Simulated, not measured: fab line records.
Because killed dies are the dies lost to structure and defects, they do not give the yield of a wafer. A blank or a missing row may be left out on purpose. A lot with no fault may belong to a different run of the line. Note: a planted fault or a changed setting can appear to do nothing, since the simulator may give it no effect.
A lot that was struck, set against a sound lot | flow nand harc | 41 out of 1302 route steps
Sound: these wafers, L801.2, L801.4, L801.5. Wafers struck: L814.1, L814.3, L814.6. The cause is given at the end.
Each step with rows lists, per side, the tool, then ch with its chambers, then its first start. Under that, the readings that differ: sound wafers | struck wafers | difference of the means | sigmas: that difference in standard deviations of wafers without a fault.
alike: a reading whose means differ by less than 2 such deviations, as well as words and numbers matching on both sides. not compared: withheld readings; readings where some wafer has no value; bounds like >300 that might hide an equal value; numbers whose values overlap and for which the record gives no deviation.
Wherever a step has rows on one side only, a row that says differs or no value, or a row with sigmas, the two part there. Non-overlapping numbers with no deviation appear without sigmas and do not part them. A reading that every wafer of one side lacks parts them only if that side has two wafers or more.

first, 1 step without rows for these wafers: NHARC_A_CHANNEL_HOLE_D1_SRD_29.
NHARC_A_CHANNEL_HOLE_D1_CD_MEAS_30:
  sound on cd sem-02, day 10 09:53; struck on cd sem-02, day 15 19:05
  alike: cd nm
after that, 1 step had no rows for these wafers: NHARC_A_CHANNEL_HOLE_D1_XSEM_31.
NHARC_A_CHANNEL_HOLE_D1_INSPECT_40:
  sound on defect inspect-01, day 10 10:04; struck on defect inspect-01, day 15 19:16
  alike: raw defect count
then, 2 steps without rows for these wafers: NHARC_A_CHANNEL_FILL_D1_PRECLEAN_00 (cleans in SC1); NHARC_A_CHANNEL_FILL_D1_SRD_01.
NHARC_A_CHANNEL_FILL_D1_ALD_02: deposits SiO2, target thk 6 nm, pulse time 10 s, ald cycles 60.
  sound on ald hk-01 ch 2,3, day 10 12:01; struck on ald hk-01 ch 2,3, day 15 19:30
  alike: heater power w, precursor pulse height rel
NHARC_A_CHANNEL_FILL_D1_ALD_03: deposits SiNx, target thk 6 nm, pulse time 60 s, ald cycles 58.
  sound on ald sin batch-02 ch 0; struck on ald sin batch-03 ch 0
  reading                      | sound             | struck            | difference | sigmas
  chamber pressure Torr (Torr) | 2.000 2.000 2.007 | 1.998 1.988 1.993 | -0.009     | -2
  alike: precursor pulse height rel
then, 4 steps without rows for these wafers: NHARC_A_CHANNEL_FILL_D1_ALD_14 (deposits SiO2, target thk 2.5 nm, pulse time 10 s, ald cycles 25); NHARC_A_CHANNEL_FILL_D1_ALD_15 (deposits SiNx, target thk 2 nm, pulse time 60 s, ald cycles 19); NHARC_A_CHANNEL_FILL_D1_ALD_16 (deposits SiO2, target thk 1.5 nm, pulse time 10 s, ald cycles 15); NHARC_A_CHANNEL_FILL_D1_ANNEAL_17 (time 1800 s).
NHARC_A_CHANNEL_FILL_D1_CVD_18: deposits poly-Si, target thk 3 nm.
  sound on lpcvd poly-04 ch 0, day 11 10:18; struck on lpcvd poly-02 ch 0, day 16 14:44
NHARC_A_CHANNEL_FILL_D1_ETCHBACK_19: etches the open film in HBr/Cl2, target depth 5 nm, time 1.7 s.
  sound on rie si-03 ch 0,1,3, day 11 12:22; struck on rie si-05 ch 0,2, day 16 16:48
  alike: bias w, chamber pressure mTorr, drypump motor current A, oes product au, throttle valve pct
  not compared: rf hours counter h
then, 6 steps without rows for these wafers: NHARC_A_CHANNEL_FILL_D1_ETCHBACK_20 (etches the open film in C4F8/O2/Ar, target depth 27 nm, time 13.5 s); NHARC_A_CHANNEL_FILL_D1_STRIP_28 (strips in O2, time 20 s); NHARC_A_CHANNEL_FILL_D1_PRECLEAN_21 (cleans in dHF, time 30 s); NHARC_A_CHANNEL_FILL_D1_SRD_23; NHARC_A_CHANNEL_FILL_D1_CVD_05 (deposits poly-Si, target thk 5 nm); NHARC_A_CHANNEL_FILL_D1_ANNEAL_22 (time 7200 s).
NHARC_A_CHANNEL_FILL_D1_THK_MEAS_06: measures by ellipsometry.
  sound on film metro-02, day 12 00:10; struck on film metro-02, day 17 04:44
  alike: thk nm
then, 6 steps without rows for these wafers: NHARC_A_CHANNEL_FILL_D1_ALD_25 (deposits SiOx, target thk 60 nm, pulse time 10 s, ald cycles 600); NHARC_A_CHANNEL_FILL_D1_ETCHBACK_08 (etches the open film in C4F8, target depth 220 nm, time 110 s); NHARC_A_CHANNEL_FILL_D1_STRIP_29 (strips in O2, time 20 s); NHARC_A_CHANNEL_FILL_D1_PRECLEAN_30 (cleans in dHF, time 30 s); NHARC_A_CHANNEL_FILL_D1_SRD_31; NHARC_A_CHANNEL_FILL_D1_CVD_09 (deposits poly-Si, target thk 150 nm, time 3000 s).
NHARC_A_CHANNEL_FILL_D1_CMP_10: polishes, target thk 150 nm.
  sound on cmp-03 ch 0,3, day 12 11:47; struck on cmp-04 ch 0,1,2, day 17 17:19
  alike: edge zone pressure frac, motor current A, time to endpoint s
after that, 1 step had no rows for these wafers: NHARC_A_CHANNEL_FILL_D1_SRD_12.
NHARC_A_CHANNEL_FILL_D1_INSPECT_13:
  sound on defect inspect-02, day 12 12:14; struck on defect inspect-01, day 17 17:42
  alike: raw defect count
NHARC_A_DECK1_JOINT_ETCHBACK_07: etches the open film in HBr, target depth 105 nm, time 26.9 s.
  sound on rie si-04 ch 0,1, day 12 12:17; struck on rie si-06 ch 0,1,3, day 17 17:47
  alike: bias w, chamber pressure mTorr, drypump motor current A, oes product au, throttle valve pct
  not compared: rf hours counter h
then, 9 steps without rows for these wafers: NHARC_A_DECK1_JOINT_ETCH_25 (etches SiO2 in dHF, target depth 0.5 nm); NHARC_A_DECK1_JOINT_ETCH_19 (etches poly-Si in TMAH, target depth 3 nm); NHARC_A_DECK1_JOINT_ETCH_18 (etches SiO2 in dHF, target depth 3 nm); NHARC_A_DECK1_JOINT_WET_08 (chemistry H3PO4, time 86 s); NHARC_A_DECK1_JOINT_ETCH_09 (etches SiO2 in dHF, target depth 5 nm); NHARC_A_DECK1_JOINT_WET_10 (chemistry H3PO4, time 86 s); NHARC_A_DECK1_JOINT_ETCH_11 (etches SiO2 in dHF, target depth 35 nm); NHARC_A_DECK1_JOINT_CVD_12 (deposits poly-Si, target thk 90 nm, time 1800 s); NHARC_A_DECK1_JOINT_CMP_13 (polishes, target thk 51.023 nm).
-- record jumps: 14 days between struck wafers' starts before vs after; left off in module A_DECK1_JOINT, resumes in module END, first step shown is number 1301 of the route --
NHARC_END_WLT_00:
  sound on prober-02, day 25 15:06; struck on prober-01, day 31 09:05
  reading                           | sound             | struck            | difference | sigmas
  VT_DECK1_BOTTOM                   | 0.880 0.878 0.881 | 0.945 0.937 0.950 | +0.064     | +7
  VT_DECK1_BOTTOM_INNER             | 0.876 0.883 0.871 | 0.951 0.949 0.944 | +0.071     | +8
  VT_DECK1_MEDIAN_NEAR_BOTTOM       | 0.878 0.885 0.873 | 0.949 0.948 0.955 | +0.072     | +8
  VT_DECK1_MEDIAN_NEAR_BOTTOM_INNER | 0.878 0.880 0.877 | 0.955 0.951 0.949 | +0.073     | +7
  VT_DECK1_MIDDLE                   | 0.895 0.888 0.891 | 0.970 0.966 0.973 | +0.078     | +8
  VT_DECK1_MIDDLE_INNER             | 0.890 0.895 0.890 | 0.963 0.972 0.962 | +0.074     | +8
  VT_DECK1_TOP                      | 0.911 0.909 0.909 | 0.980 0.976 0.981 | +0.069     | +7
  VT_DECK1_TOP_INNER                | 0.893 0.898 0.901 | 0.980 0.981 0.976 | +0.082     | +9
  VT_DECK2_BOTTOM                   | 0.887 0.882 0.888 | 0.866 0.862 0.868 | -0.020     | -3
  VT_DECK2_BOTTOM_INNER             | 0.893 0.877 0.888 | 0.862 0.865 0.873 | -0.019     | -3
  VT_DECK2_MEDIAN_NEAR_BOTTOM       | 0.884 0.883 0.893 | 0.869 0.868 0.863 | -0.020     | -3
  VT_DECK2_MIDDLE_INNER             | 0.900 0.901 0.903 | 0.882 0.880 0.883 | -0.020     | -2
  VT_DECK2_TOP                      | 0.906 0.905 0.904 | 0.892 0.889 0.888 | -0.015     | -2
  VT_DECK2_TOP_INNER                | 0.916 0.901 0.913 | 0.898 0.880 0.899 | -0.018     | -2
  alike: VT_DECK2_MEDIAN_NEAR_BOTTOM_INNER, VT_DECK2_MIDDLE

WHERE THEY PART
Earliest at NHARC_A_CHANNEL_FILL_D1_ALD_03; latest, in this record, at NHARC_END_WLT_00.

WHY: the cause the simulator had injected
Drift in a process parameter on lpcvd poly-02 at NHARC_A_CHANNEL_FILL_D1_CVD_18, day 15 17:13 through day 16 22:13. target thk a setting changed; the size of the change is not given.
